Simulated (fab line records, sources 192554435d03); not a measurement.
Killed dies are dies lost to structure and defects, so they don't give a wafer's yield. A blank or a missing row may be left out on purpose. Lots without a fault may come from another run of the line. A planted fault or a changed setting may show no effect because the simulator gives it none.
fab line records | flow n5_finfet
record lots=24 wafers=72 last_day=18
route steps=1938 shown BEOL_M2@900 BEOL_M3@948
lots that met no fault: from a run of the same line without faults
start_h: hours from the record's first day to the start of the lot's first wafer shown | wait_h: hours since the lot's step before | " the same as in the row above | L1.1+2: a row that stands for several wafers | - no value, or no start given | * or withheld: withheld | < > ~ a bound
route shown NAME@n: a module of which the file shows steps, and the number in the route of the first | usual: mean/standard deviation of fault-free wafers | same: alike in all rows | chamber/n: place in a boat | sites: the reading at each site | _std_site: their standard deviation | _edge_site: outer sites' mean less inner sites' | radius_mm: how far each site lies from the wafer's centre | mask NAME#n: copy n | behind: the tool/chamber that last shaped the wafer | hold: why the lot was held/for how many hours/how that ended | device: the transistor (n, p or np) that didn't switch | end of line: the same wafers' tests at the end of the route | a step without rows: its recipe alone | killed: dies lost to structure and defects at the first sort, not the wafer's yield | map: a wafer's dies, x killed, . not, _ none there
set.NAME: the setting as run; set.NAME@STEP: as run at that earlier step | model.NAME: the simulator's own value behind a step, which no gauge read
steps of the route over a sample of lots; a table a step, a row a wafer
services: from which hour (start_h, from the record's first day; less than 0 if before it) a tool's chamber was out of use, for how many hours, and why
## steps
# step N5_BEOL_M2_PRE_CLEAN_45
# recipe gas=H2/He time_s=30 temp_c=250
# usual heater_power_w=319/32 susceptor_temp_C=249.99/0.17
# columns lot.wafer tool chamber start_h wait_h heater_power_w susceptor_temp_C
L076.1 pvd_sputter-03 - 158.23 0.0 287 250.08
L076.3 " - " " 329 250.20
L076.6 " - " " 312 249.79
L075.2 pvd_sputter-02 - 164.39 0.0 293 249.78
L075.4 " - " " 377 249.98
L075.6 " - " " 294 250.14
L077.1 pvd_sputter-02 - 164.55 0.0 369 249.72
L077.3 " - " " 291 250.11
L077.6 " - " " 291 249.96
L078.3 pvd_sputter-03 - 176.54 0.0 308 250.11
L078.4 " - " " 292 249.97
L078.5 " - " " 282 249.73
L079.3 pvd_sputter-02 - 181.15 0.0 376 249.95
L079.4 " - " " 290 249.86
L079.6 " - " " 376 249.83
L074.1 pvd_sputter-01 - 181.36 0.0 308 249.96
L074.5 " - " " 327 249.75
L074.6 " - " " 317 250.20
L080.1 pvd_sputter-03 - 186.83 0.0 313 249.84
L080.3 " - " " 312 250.02
L080.6 " - " " 292 250.23
L081.2 pvd_sputter-03 - 187.47 0.0 287 249.92
L081.3 " - " " 322 249.83
L081.5 " - " " 326 250.21
L082.1 pvd_sputter-03 - 192.86 0.0 310 249.90
L082.2 " - " " 296 249.81
L082.4 " - " " 284 250.05
L083.1 pvd_sputter-02 - 193.11 0.0 374 249.95
L083.2 " - " " 296 250.08
L083.4 " - " " 297 249.85
L084.1 pvd_sputter-02 - 198.30 0.0 306 250.20
L084.2 " - " " 380 249.99
L084.6 " - " " 299 250.08
L085.2 pvd_sputter-01 - 204.52 0.0 312 250.03
L085.3 " - " " 336 250.07
L085.6 " - " " 320 250.13
L086.1 pvd_sputter-01 - 220.00 0.0 336 250.08
L086.3 " - " " 317 250.05
L086.6 " - " " 319 250.00
L087.1 pvd_sputter-02 - 231.96 0.0 290 250.10
L087.3 " - " " 296 250.00
L087.6 " - " " 377 250.41
L088.2 pvd_sputter-03 - 235.89 0.0 321 250.30
L088.3 " - " " 278 249.71
L088.5 " - " " 287 250.13
L090.1 pvd_sputter-02 - 241.17 0.0 383 250.11
L090.4 " - " " 289 250.28
L090.5 " - " " 372 250.05
L089.2 pvd_sputter-03 - 241.71 0.0 285 250.02
L089.3 " - " " 286 249.71
L089.4 " - " " 312 250.17
L092.3 pvd_sputter-02 - 258.13 0.0 290 250.01
L092.4 " - " " 385 250.24
L092.6 " - " " 382 250.28
L091.3 pvd_sputter-03 - 258.70 0.0 311 249.87
L091.5 " - " " 325 249.70
L091.6 " - " " 304 250.01
L093.1 pvd_sputter-03 - 271.61 0.0 332 250.08
L093.2 " - " " 285 250.05
L093.4 " - " " 288 250.10
L094.1 pvd_sputter-01 - 277.71 0.0 323 249.80
L094.2 " - " " 322 249.85
L094.5 " - " " 319 249.87
L095.2 pvd_sputter-02 - 277.85 0.0 369 250.04
L095.3 " - " " 286 250.24
L095.4 " - " " 382 250.16
L096.2 pvd_sputter-01 - 282.53 0.0 311 249.98
L096.3 " - " " 322 250.37
L096.4 " - " " 336 249.76
L097.2 pvd_sputter-03 - 286.01 0.0 307 250.05
L097.4 " - " " 320 249.81
L097.5 " - " " 315 249.86
# step N5_BEOL_M2_SPUTTER_79
# recipe material=Cu target_thk_a=45 temp_c=-20 chamber_pressure_pa=0.07 power_w=withheld time_s=8.29
# usual susceptor_temp_C=-20.00/0.099 throttle_valve_pct=29.9/0.96
# columns lot.wafer tool chamber start_h wait_h susceptor_temp_C throttle_valve_pct
L076.1 pvd_sputter-01 - 159.17 0.1 -20.09 31.8
L076.3 " - " " -20.13 30.7
L076.6 " - " " -20.10 30.9
L075.2 pvd_sputter-02 - 165.49 0.1 -20.00 28.9
L075.4 " - " " -19.83 28.1
L075.6 " - " " -19.97 28.8
L077.1 pvd_sputter-01 - 165.68 0.1 -19.82 30.7
L077.3 " - " " -20.02 29.5
L077.6 " - " " -19.87 30.6
L078.3 pvd_sputter-03 - 177.50 0.1 -19.89 30.1
L078.4 " - " " -20.00 29.5
L078.5 " - " " -19.97 30.3
L079.3 pvd_sputter-03 - 182.05 0.1 -20.06 29.8
L079.4 " - " " -20.00 30.2
L079.6 " - " " -20.02 29.7
L074.1 pvd_sputter-02 - 182.14 0.1 -20.06 28.8
L074.5 " - " " -20.09 29.0
L074.6 " - " " -19.84 28.2
L080.1 pvd_sputter-01 - 187.63 0.1 -20.13 28.9
L080.3 " - " " -19.98 31.7
L080.6 " - " " -20.20 29.3
L081.2 pvd_sputter-01 - 189.47 0.1 -19.90 29.1
L081.3 " - " " -19.99 31.9
L081.5 " - " " -20.01 30.7
L082.1 pvd_sputter-03 - 193.66 0.1 -20.02 28.7
L082.2 " - " " -20.11 30.3
L082.4 " - " " -19.95 30.1
L083.1 pvd_sputter-02 - 194.29 0.1 -20.00 29.3
L083.2 " - " " -20.09 30.3
L083.4 " - " " -19.88 28.1
L084.1 pvd_sputter-01 - 200.87 0.1 -20.12 30.6
L084.2 " - " " -19.91 30.5
L084.6 " - " " -19.98 30.7
L085.2 pvd_sputter-02 - 206.79 0.1 -19.99 28.3
L085.3 " - " " -19.89 29.1
L085.6 " - " " -20.03 28.2
L086.1 pvd_sputter-03 - 221.13 0.1 -19.98 30.1
L086.3 " - " " -19.99 29.9
L086.6 " - " " -20.02 29.9
L087.1 pvd_sputter-01 - 234.47 0.1 -20.03 31.7
L087.3 " - " " -19.88 30.5
L087.6 " - " " -19.93 31.8
L088.2 pvd_sputter-03 - 237.15 0.1 -20.06 29.5
L088.3 " - " " -20.06 30.3
L088.5 " - " " -20.23 28.6
L090.1 pvd_sputter-03 - 242.05 0.1 -20.18 30.0
L090.4 " - " " -19.89 30.2
L090.5 " - " " -20.04 29.6
L089.2 pvd_sputter-02 - 242.87 0.1 -20.02 28.9
L089.3 " - " " -19.96 28.2
L089.4 " - " " -19.81 30.0
L092.3 pvd_sputter-03 - 259.01 0.1 -20.01 28.8
L092.4 " - " " -20.12 30.0
L092.6 " - " " -19.95 30.5
L091.3 pvd_sputter-01 - 260.39 0.1 -20.12 30.7
L091.5 " - " " -19.91 29.3
L091.6 " - " " -19.98 31.8
L093.1 pvd_sputter-01 - 272.59 0.1 -19.98 29.3
L093.2 " - " " -19.97 31.6
L093.4 " - " " -20.04 30.7
L094.1 pvd_sputter-03 - 278.66 0.1 -20.00 30.2
L094.2 " - " " -20.00 30.3
L094.5 " - " " -19.96 29.8
L095.2 pvd_sputter-03 - 280.50 0.1 -20.03 30.3
L095.3 " - " " -20.02 28.6
L095.4 " - " " -20.13 29.7
L096.2 pvd_sputter-01 - 283.46 0.1 -20.00 30.7
L096.3 " - " " -19.97 30.7
L096.4 " - " " -20.01 29.3
L097.2 pvd_sputter-03 - 286.81 0.1 -20.05 29.8
L097.4 " - " " -19.96 30.1
L097.5 " - " " -19.80 30.0
# step N5_BEOL_M2_ANNEAL_89
# recipe temp_c=400 time_s=240 ambient=vacuum
# usual heater_power_w=792/62 susceptor_temp_C=400.00/0.2
# columns lot.wafer tool chamber start_h wait_h heater_power_w susceptor_temp_C
L076.1 pvd_sputter-01 - 160.00 0.0 809 399.81
L076.3 " - " " 847 400.03
L076.6 " - " " 788 400.42
L075.2 pvd_sputter-02 - 166.23 0.0 958 400.23
L075.4 " - " " 940 399.69
L075.6 " - " " 737 400.00
L077.1 pvd_sputter-01 - 166.42 0.0 835 399.59
L077.3 " - " " 806 399.98
L077.6 " - " " 822 400.04
L078.3 pvd_sputter-03 - 178.24 0.0 704 400.00
L078.4 " - " " 795 400.45
L078.5 " - " " 720 400.02
L079.3 pvd_sputter-03 - 182.79 0.0 739 400.22
L079.4 " - " " 716 399.73
L079.6 " - " " 786 399.90
L074.1 pvd_sputter-02 - 182.88 0.0 927 400.01
L074.5 " - " " 727 400.24
L074.6 " - " " 954 399.52
L080.1 pvd_sputter-01 - 188.37 0.0 784 399.54
L080.3 " - " " 816 399.76
L080.6 " - " " 784 399.69
L081.2 pvd_sputter-01 - 190.21 0.0 809 399.87
L081.3 " - " " 810 400.06
L081.5 " - " " 772 399.74
L082.1 pvd_sputter-03 - 194.40 0.0 788 399.89
L082.2 " - " " 710 400.19
L082.4 " - " " 687 400.06
L083.1 pvd_sputter-02 - 195.03 0.0 727 400.29
L083.2 " - " " 727 400.05
L083.4 " - " " 952 400.01
L084.1 pvd_sputter-01 - 201.61 0.0 783 400.04
L084.2 " - " " 836 399.98
L084.6 " - " " 812 400.07
L085.2 pvd_sputter-02 - 207.53 0.0 917 399.96
L085.3 " - " " 730 399.99
L085.6 " - " " 932 400.00
L086.1 pvd_sputter-03 - 221.87 0.0 726 400.22
L086.3 " - " " 808 400.07
L086.6 " - " " 791 399.97
L087.1 pvd_sputter-01 - 235.21 0.0 796 400.13
L087.3 " - " " 833 399.87
L087.6 " - " " 819 399.89
L088.2 pvd_sputter-03 - 237.89 0.0 801 399.74
L088.3 " - " " 694 399.98
L088.5 " - " " 820 399.86
L090.1 pvd_sputter-03 - 242.79 0.0 780 400.13
L090.4 " - " " 704 399.72
L090.5 " - " " 775 400.52
L089.2 pvd_sputter-02 - 243.61 0.0 747 399.94
L089.3 " - " " 923 399.97
L089.4 " - " " 728 400.05
L092.3 pvd_sputter-03 - 259.75 0.0 808 400.20
L092.4 " - " " 743 399.93
L092.6 " - " " 727 399.76
L091.3 pvd_sputter-01 - 261.13 0.0 764 399.76
L091.5 " - " " 780 400.06
L091.6 " - " " 804 399.94
L093.1 pvd_sputter-01 - 273.33 0.0 818 400.01
L093.2 " - " " 819 400.04
L093.4 " - " " 787 400.07
L094.1 pvd_sputter-03 - 279.40 0.0 721 399.95
L094.2 " - " " 742 400.21
L094.5 " - " " 762 399.85
L095.2 pvd_sputter-03 - 281.24 0.0 728 400.15
L095.3 " - " " 812 399.82
L095.4 " - " " 807 400.05
L096.2 pvd_sputter-01 - 284.20 0.0 823 399.88
L096.3 " - " " 791 400.01
L096.4 " - " " 798 400.51
L097.2 pvd_sputter-03 - 287.55 0.0 772 400.31
L097.4 " - " " 723 400.37
L097.5 " - " " 798 399.84
# step N5_BEOL_M2_DEP_57
# recipe material=SiCN target_thk_a=80 temp_c=withheld precursor=3MS/NH3 pressure_torr=3 rf_w=202 time_s=14
# usual showerhead_plenum_p_Torr=3.667/0.013 throttle_valve_pct=9.2/0.57
# columns lot.wafer tool chamber start_h wait_h showerhead_plenum_p_Torr throttle_valve_pct
L076.1 pecvd-04 2 161.86 0.0 3.675 9.7
L076.3 " 1 " " 3.689 10.3
L076.6 " 1 " " 3.693 10.7
L075.2 pecvd-04 0 168.01 0.0 3.665 9.3
L075.4 " 0 " " 3.666 8.8
L075.6 " 2 " " 3.669 9.3
L077.1 pecvd-01 2 168.20 0.0 3.654 8.9
L077.3 " 0 " " 3.690 9.3
L077.6 " 0 " " 3.686 9.5
L078.3 pecvd-04 1 180.09 0.0 3.687 10.3
L078.4 " 2 " " 3.665 9.0
L078.5 " 1 " " 3.696 10.7
L079.3 pecvd-03 0 184.58 0.0 3.659 8.7
L079.4 " 1 " " 3.668 8.8
L079.6 " 2 " " 3.678 9.3
L074.1 pecvd-04 1 184.69 0.0 3.689 10.8
L074.5 " 1 " " 3.691 10.7
L074.6 " 2 " " 3.655 9.3
L080.1 pecvd-03 2 190.16 0.0 3.659 9.2
L080.3 " 1 " " 3.670 8.5
L080.6 " 1 " " 3.670 8.9
L081.2 pecvd-03 2 192.00 0.0 3.667 9.2
L081.3 " 1 " " 3.671 8.8
L081.5 " 0 " " 3.655 8.3
L082.1 pecvd-01 2 196.18 0.0 3.657 8.8
L082.2 " 1 " " 3.662 9.3
L082.4 " 1 " " 3.646 9.5
L083.1 pecvd-04 2 196.86 0.0 3.664 9.1
L083.2 " 1 " " 3.702 10.6
L083.4 " 0 " " 3.656 9.2
L084.1 pecvd-04 1 204.62 0.0 3.690 10.6
L084.2 " 0 " " 3.669 9.1
L084.6 " 1 " " 3.689 10.6
L085.2 pecvd-03 0 209.34 0.0 3.669 8.5
L085.3 " 0 " " 3.656 8.7
L085.6 " 1 " " 3.659 9.2
L086.1 pecvd-01 0 223.66 0.0 3.687 9.1
L086.3 " 1 " " 3.644 9.2
L086.6 " 1 " " 3.648 9.2
L088.2 pecvd-03 1 239.69 0.0 3.672 9.0
L088.3 " 2 " " 3.675 8.7
L088.5 " 0 " " 3.667 8.6
L090.1 pecvd-01 2 244.59 0.0 3.665 8.9
L090.4 " 2 " " 3.655 9.0
L090.5 " 1 " " 3.643 9.3
L089.2 pecvd-01 2 246.02 0.0 3.649 9.0
L089.3 " 0 " " 3.679 9.5
L089.4 " 0 " " 3.676 9.3
L087.1 pecvd-03 2 260.39 0.0 3.667 8.4
L087.3 " 0 " " 3.665 8.8
L087.6 " 1 " " 3.653 8.9
L092.3 pecvd-03 0 261.54 0.0 3.652 8.5
L092.4 " 2 " " 3.672 8.7
L092.6 " 0 " " 3.662 8.5
L091.3 pecvd-01 1 262.91 0.0 3.658 9.4
L091.5 " 0 " " 3.687 9.5
L091.6 " 2 " " 3.655 9.1
L093.1 pecvd-03 2 275.16 0.0 3.679 8.3
L093.2 " 1 " " 3.672 8.7
L093.4 " 2 " " 3.679 8.6
L094.1 pecvd-04 0 281.45 0.0 3.666 9.2
L094.2 " 2 " " 3.653 9.1
L094.5 " 1 " " 3.686 10.6
L095.2 pecvd-03 0 283.02 0.0 3.658 8.5
L095.3 " 2 " " 3.665 8.7
L095.4 " 1 " " 3.667 8.9
L096.2 pecvd-01 1 286.09 0.0 3.653 9.4
L096.3 " 2 " " 3.659 9.1
L096.4 " 2 " " 3.656 9.1
L097.2 pecvd-01 0 289.34 0.0 3.687 9.4
L097.4 " 0 " " 3.672 9.6
L097.5 " 2 " " 3.647 9.2
# step N5_BEOL_M3_ETCH_74
# recipe chemistry=N2/H2 target=underlayer target_depth_a=65 mask_material=CAR-EUV time_s=5.2 ion_energy_ev=200 pressure_mtorr=30 source_w=840 bias_w=150 n2_flow_sccm=200 h2_flow_sccm=200 ends=cleared
# usual chamber_pressure_mTorr=30.00/0.045 drypump_motor_current_A=5.9/0.34 etch_rf_on_time_s=5.25/0.16 oes_product_au=0.69/0.083 rf_vpp_V=524.6/2.7 showerhead_plenum_p_Torr=2.56/0.095 throttle_valve_pct=17.88/0.26
# columns lot.wafer tool chamber start_h wait_h chamber_pressure_mTorr drypump_motor_current_A etch_rf_on_time_s oes_product_au rf_hours_counter_h rf_vpp_V showerhead_plenum_p_Torr throttle_valve_pct
L076.1 rie_diel-02 1 163.46 0.0 29.94 5.9 5.25 0.64 143 523.2 2.54 18.17
L076.3 " 0 " " 29.97 6.6 5.28 0.60 216 520.7 2.40 17.98
L076.6 " 1 " " 29.98 5.9 5.27 0.64 - 525.1 2.54 18.17
L075.2 rie_diel-02 0 168.89 0.0 29.99 6.5 5.31 0.59 219 520.9 2.40 18.01
L075.4 " 3 " " 29.96 5.9 5.24 0.78 - 523.8 2.60 17.75
L075.6 " 1 " " 30.01 5.9 5.25 0.64 - 524.3 2.54 18.15
L077.1 rie_diel-06 1 169.66 0.0 30.05 5.9 5.17 0.59 246 520.8 2.39 18.08
L077.3 " 2 " " 29.92 5.9 5.42 0.64 129 527.7 2.66 17.65
L077.6 " 2 " " 30.02 6.0 5.40 0.63 - 528.1 2.66 17.61
L078.3 rie_diel-04 1 181.32 0.0 29.98 5.8 5.26 0.57 244 522.5 2.52 18.17
L078.4 " 0 " " 29.96 6.4 5.42 0.57 - 521.0 2.40 18.24
L078.5 " 1 " " 30.01 5.8 5.26 0.57 - 524.0 2.52 18.18
L079.3 rie_diel-02 2 186.91 0.0 30.03 5.3 5.39 0.77 26 527.1 2.60 17.83
L079.4 " 2 " " 30.00 5.3 5.37 0.76 - 526.5 2.60 17.82
L079.6 " 3 " " 30.07 5.9 5.31 0.74 - 523.9 2.60 17.76
L074.1 rie_diel-04 1 186.94 0.0 29.98 5.8 5.42 0.56 246 524.0 2.51 18.17
L074.5 " 3 " " 30.01 5.4 5.04 0.72 - 524.4 2.59 17.69
L074.6 " 1 " " 30.07 5.8 5.41 0.56 - 521.5 2.51 18.19
L080.1 rie_diel-02 3 191.12 0.0 29.95 5.9 5.18 0.75 40 525.4 2.60 17.75
L080.3 " 0 " " 30.03 6.5 5.26 0.61 227 522.4 2.40 18.02
L080.6 " 0 " " 30.00 6.5 5.23 0.59 - 519.0 2.40 18.04
L081.2 rie_diel-02 1 193.35 0.0 29.99 5.9 5.34 0.62 152 524.2 2.54 18.19
L081.3 " 0 " " 30.00 6.5 5.37 0.59 228 519.9 2.40 18.03
L081.5 " 0 " " 30.06 6.5 5.37 0.60 - 519.9 2.40 18.01
L082.1 rie_diel-06 3 197.88 0.0 29.98 5.9 5.25 0.72 74 521.6 2.47 18.31
L082.2 " 0 " " 29.97 5.9 4.96 0.77 35 525.9 2.59 17.37
L082.4 " 3 " " 29.97 5.9 5.22 0.72 - 520.2 2.47 18.28
L083.1 rie_diel-02 1 198.05 0.0 30.03 5.9 5.32 0.63 154 522.8 2.54 18.17
L083.2 " 0 " " 30.05 6.6 5.30 0.60 229 520.1 2.39 18.02
L083.4 " 3 " " 29.96 5.9 5.30 0.75 42 524.5 2.60 17.77
L084.1 rie_diel-02 1 207.50 0.0 30.00 5.9 5.28 0.63 156 524.9 2.54 18.20
L084.2 " 3 " " 29.99 5.9 5.20 0.75 44 525.1 2.59 17.77
L084.6 " 0 " " 30.07 6.5 5.37 0.60 - 520.4 2.39 18.04
L085.2 rie_diel-06 0 211.53 0.0 29.99 5.9 5.00 0.76 40 526.2 2.59 17.40
L085.3 " 1 " " 29.98 6.0 5.22 0.85 3 530.3 2.70 17.69
L085.6 " 2 " " 29.93 5.9 5.44 0.62 - 528.6 2.66 17.66
L086.1 rie_diel-06 1 224.89 0.0 29.96 6.0 5.24 0.83 7 530.7 2.70 17.71
L086.3 " 2 " " 29.98 5.9 5.50 0.62 148 525.5 2.65 17.66
L086.6 " 0 " " 30.05 5.8 5.08 0.74 - 524.9 2.58 17.42
L088.2 rie_diel-06 1 242.69 0.0 29.99 6.0 5.24 0.81 12 528.4 2.70 17.72
L088.3 " 2 " " 30.00 6.0 5.53 0.61 152 527.4 2.65 17.67
L088.5 " 1 " " 30.07 5.9 5.26 0.81 - 528.6 2.70 17.69
L090.1 rie_diel-04 2 245.76 0.0 29.93 5.4 5.25 0.65 134 526.7 2.67 17.94
L090.4 " 2 " " 30.02 5.4 5.17 0.65 - 526.7 2.67 17.94
L090.5 " 3 " " 30.09 5.4 4.97 0.71 - 525.3 2.58 17.74
L089.2 rie_diel-04 2 246.90 0.0 29.97 5.4 5.13 0.65 134 524.3 2.67 17.96
L089.3 " 3 " " 30.01 5.4 4.90 0.72 84 524.3 2.58 17.69
L089.4 " 3 " " 29.98 5.5 4.91 0.71 - 525.9 2.58 17.70
L087.1 rie_diel-02 1 262.10 0.0 29.97 5.9 5.40 0.62 172 524.8 2.53 18.23
L087.3 " 3 " " 29.99 5.9 5.32 0.72 62 527.7 2.59 17.78
L087.6 " 0 " " 30.00 6.6 5.41 0.58 - 520.3 2.39 18.05
L092.3 rie_diel-02 0 264.16 0.0 30.04 6.5 5.37 0.58 249 520.1 2.39 18.05
L092.4 " 2 " " 29.99 5.2 5.46 0.73 50 525.1 2.59 17.87
L092.6 " 2 " " 30.02 5.2 5.41 0.73 - 522.8 2.59 17.86
L091.3 rie_diel-06 2 264.70 0.0 30.00 5.9 5.47 0.61 160 526.1 2.65 17.66
L091.5 " 1 " " 30.10 5.9 5.15 0.82 - 527.3 2.70 17.75
L091.6 " 2 " " 29.98 5.9 5.46 0.60 - 528.6 2.65 17.66
L093.1 rie_diel-06 2 277.24 0.0 29.96 5.9 5.46 0.60 163 525.6 2.65 17.68
L093.2 " 0 " " 29.98 5.9 5.07 0.73 58 525.2 2.58 17.41
L093.4 " 3 " " 30.06 5.9 5.32 0.68 97 521.8 2.46 18.35
L094.1 rie_diel-06 1 282.50 0.0 29.98 6.0 5.17 0.81 23 530.5 2.70 17.71
L094.2 " 2 " " 29.95 6.0 5.49 0.61 165 527.0 2.65 17.66
L094.5 " 2 " " 29.94 6.0 5.48 0.60 - 526.0 2.65 17.70
L095.2 rie_diel-04 0 285.80 0.0 30.10 6.3 4.97 0.81 11 526.1 2.72 17.84
L095.3 " 1 " " 29.99 5.8 5.08 0.84 3 523.7 2.50 17.69
L095.4 " 3 " " 29.98 5.4 4.90 0.70 96 523.9 2.58 17.74
L096.2 rie_diel-04 3 286.96 0.0 30.04 5.5 4.91 0.69 97 523.0 2.58 17.75
L096.3 " 2 " " 29.93 5.4 5.14 0.64 147 527.9 2.67 17.98
L096.4 " 1 " " 29.99 5.7 5.07 0.83 4 523.0 2.50 17.70
L097.2 rie_diel-06 0 290.64 0.0 30.02 5.8 4.99 0.73 63 523.8 2.58 17.45
L097.4 " 3 " " 30.03 5.9 5.29 0.69 101 524.4 2.46 18.34
L097.5 " 1 " " 29.95 6.0 5.15 0.80 - 528.6 2.69 17.73
# step N5_BEOL_M3_STRIP_66
# recipe chemistry=CF4 resist=SiARC power_w=300 bias_power_w=75 pressure_mtorr=50 cf4_flow_sccm=150 rf_frequency_hz=6e+07
# usual chamber_pressure_mTorr=50.01/0.042 drypump_motor_current_A=5.9/0.34 oes_product_au=0.80/0.09 rf_vpp_V=271.4/1.7 showerhead_plenum_p_Torr=1.81/0.065 throttle_valve_pct=13.55/0.23
# columns lot.wafer tool chamber start_h wait_h chamber_pressure_mTorr drypump_motor_current_A oes_product_au rf_hours_counter_h rf_vpp_V showerhead_plenum_p_Torr throttle_valve_pct
L076.1 rie_diel-02 1 163.63 0.0 50.08 5.9 0.74 143 272.6 1.79 13.74
L076.3 " 0 " " 50.04 6.5 0.71 216 267.5 1.71 13.77
L076.6 " 1 " " 50.00 5.9 0.75 - 271.0 1.79 13.77
L075.2 rie_diel-02 0 169.06 0.0 50.01 6.5 0.71 219 269.6 1.71 13.78
L075.4 " 3 " " 49.92 5.9 0.90 - 270.9 1.83 13.40
L075.6 " 1 " " 49.99 5.9 0.75 - 270.6 1.79 13.74
L077.1 rie_diel-06 1 169.83 0.0 50.03 6.0 0.68 246 270.7 1.71 13.89
L077.3 " 2 " " 50.02 5.9 0.76 129 274.2 1.87 13.31
L077.6 " 2 " " 50.03 5.9 0.75 - 273.8 1.87 13.33
L078.3 rie_diel-04 1 181.49 0.0 49.94 5.8 0.67 244 270.8 1.77 13.86
L078.4 " 0 " " 50.06 6.3 0.69 - 269.2 1.69 13.94
L078.5 " 1 " " 50.04 5.8 0.67 - 271.4 1.77 13.87
L079.3 rie_diel-02 2 187.08 0.0 50.09 5.2 0.91 26 270.5 1.82 13.38
L079.4 " 2 " " 49.99 5.2 0.91 - 272.1 1.82 13.40
L079.6 " 3 " " 50.03 5.9 0.88 - 273.0 1.82 13.45
L074.1 rie_diel-04 1 187.12 0.0 49.99 5.8 0.67 246 270.8 1.77 13.86
L074.5 " 3 " " 50.03 5.4 0.82 - 270.8 1.82 13.23
L074.6 " 1 " " 50.02 5.9 0.67 - 269.9 1.77 13.85
L080.1 rie_diel-02 3 191.29 0.0 49.92 5.9 0.88 40 272.1 1.82 13.43
L080.3 " 0 " " 50.09 6.5 0.70 227 270.0 1.71 13.80
L080.6 " 0 " " 49.99 6.6 0.70 - 269.3 1.71 13.80
L081.2 rie_diel-02 1 193.52 0.0 49.98 5.9 0.74 152 271.6 1.79 13.76
L081.3 " 0 " " 49.92 6.5 0.70 228 269.7 1.71 13.79
L081.5 " 0 " " 49.98 6.5 0.70 - 268.1 1.71 13.80
L082.1 rie_diel-06 3 198.05 0.0 49.92 5.8 0.83 74 268.4 1.73 13.70
L082.2 " 0 " " 49.99 5.9 0.86 35 272.3 1.84 13.23
L082.4 " 3 " " 50.03 5.8 0.84 - 270.5 1.73 13.69
L083.1 rie_diel-02 1 198.22 0.0 50.04 5.9 0.75 154 271.1 1.79 13.76
L083.2 " 0 " " 50.05 6.5 0.70 229 268.6 1.71 13.81
L083.4 " 3 " " 50.03 5.9 0.88 42 272.0 1.82 13.45
L084.1 rie_diel-02 1 207.67 0.0 50.02 5.9 0.74 156 271.8 1.79 13.79
L084.2 " 3 " " 50.02 5.9 0.87 44 272.3 1.82 13.46
L084.6 " 0 " " 50.05 6.5 0.70 - 269.6 1.71 13.80
L085.2 rie_diel-06 0 211.70 0.0 49.96 5.9 0.85 40 271.6 1.84 13.24
L085.3 " 1 " " 50.08 5.9 0.98 3 273.8 1.91 13.34
L085.6 " 2 " " 50.04 5.9 0.73 - 271.1 1.86 13.36
L086.1 rie_diel-06 1 225.06 0.0 50.01 5.9 0.97 7 272.0 1.91 13.37
L086.3 " 2 " " 49.98 5.9 0.73 148 272.8 1.86 13.36
L086.6 " 0 " " 50.08 5.8 0.86 - 272.7 1.84 13.25
L088.2 rie_diel-06 1 242.86 0.0 49.99 5.9 0.95 12 273.3 1.91 13.37
L088.3 " 2 " " 49.93 5.9 0.72 152 272.4 1.86 13.37
L088.5 " 1 " " 49.98 5.9 0.95 - 273.9 1.91 13.37
L090.1 rie_diel-04 2 245.93 0.0 49.98 5.4 0.76 134 271.9 1.89 13.76
L090.4 " 2 " " 50.06 5.4 0.75 - 274.5 1.89 13.74
L090.5 " 3 " " 50.08 5.4 0.80 - 271.3 1.82 13.29
L089.2 rie_diel-04 2 247.07 0.0 50.05 5.4 0.76 135 272.9 1.89 13.75
L089.3 " 3 " " 50.01 5.4 0.80 84 269.8 1.82 13.30
L089.4 " 3 " " 49.99 5.4 0.79 - 273.2 1.82 13.30
L087.1 rie_diel-02 1 262.27 0.0 50.01 5.9 0.73 172 271.6 1.79 13.82
L087.3 " 3 " " 50.03 5.9 0.85 62 272.6 1.82 13.49
L087.6 " 0 " " 49.97 6.5 0.69 - 269.6 1.70 13.86
L092.3 rie_diel-02 0 264.33 0.0 50.07 6.6 0.69 249 268.9 1.70 13.83
L092.4 " 2 " " 50.03 5.3 0.87 50 272.5 1.82 13.46
L092.6 " 2 " " 49.96 5.3 0.86 - 271.2 1.82 13.44
L091.3 rie_diel-06 2 264.87 0.0 50.07 5.9 0.73 160 271.2 1.86 13.40
L091.5 " 1 " " 49.93 6.0 0.93 - 275.6 1.91 13.38
L091.6 " 2 " " 49.98 5.9 0.73 - 273.4 1.86 13.41
L093.1 rie_diel-06 2 277.41 0.0 50.04 5.9 0.72 163 272.3 1.86 13.38
L093.2 " 0 " " 49.97 5.9 0.83 58 271.5 1.83 13.29
L093.4 " 3 " " 49.97 5.9 0.80 97 271.4 1.72 13.72
L094.1 rie_diel-06 1 282.67 0.0 50.04 5.9 0.92 23 273.2 1.91 13.40
L094.2 " 2 " " 50.05 6.0 0.73 165 272.9 1.86 13.40
L094.5 " 2 " " 50.01 5.9 0.72 - 273.3 1.86 13.40
L095.2 rie_diel-04 0 285.97 0.0 49.99 6.3 0.93 11 273.2 1.90 13.39
L095.3 " 1 " " 50.00 5.8 0.96 3 271.0 1.76 13.30
L095.4 " 3 " " 49.93 5.4 0.78 96 269.6 1.81 13.33
L096.2 rie_diel-04 3 287.14 0.0 50.00 5.4 0.78 97 272.3 1.81 13.33
L096.3 " 2 " " 49.99 5.3 0.75 148 272.3 1.88 13.77
L096.4 " 1 " " 49.96 5.8 0.96 4 268.4 1.76 13.30
L097.2 rie_diel-06 0 290.81 0.0 50.02 5.8 0.83 63 271.9 1.83 13.29
L097.4 " 3 " " 50.04 5.8 0.80 101 269.3 1.72 13.76
L097.5 " 1 " " 50.04 5.9 0.93 - 274.5 1.91 13.40
## services
# columns tool chamber start_h hours kind
pvd_sputter-02 - 134.88 1.1 repair
pecvd-01 - 158.13 4.3 repair
rie_diel-02 2 161.44 8.3 repair
pecvd-03 - 165.77 0.7 repair
pecvd-04 2 168.49 7.5 repair
rie_diel-06 1 180.43 - clean
rie_diel-06 1 180.43 - consumable_replace:focus_ring
rie_diel-06 1 180.43 - consumable_replace:showerhead
rie_diel-02 1 183.49 5.8 repair
rie_diel-02 - 199.34 2.8 pm
rie_diel-04 0 228.92 - clean
rie_diel-04 0 228.92 - consumable_replace:focus_ring
rie_diel-04 0 228.92 - consumable_replace:showerhead
rie_diel-04 0 228.92 27.6 scheduled_down
rie_diel-04 0 228.92 27.6 vent_cycle
rie_diel-04 1 256.49 - clean
rie_diel-04 1 256.49 - consumable_replace:focus_ring
rie_diel-06 1 256.96 4.2 repair
rie_diel-02 0 265.89 - clean
rie_diel-02 0 265.89 - consumable_replace:focus_ring
rie_diel-02 0 265.89 - consumable_replace:showerhead
rie_diel-02 0 265.89 15.8 scheduled_down
rie_diel-02 0 265.89 15.8 vent_cycle
pecvd-01 - 276.86 5.5 pm
## key
fault none
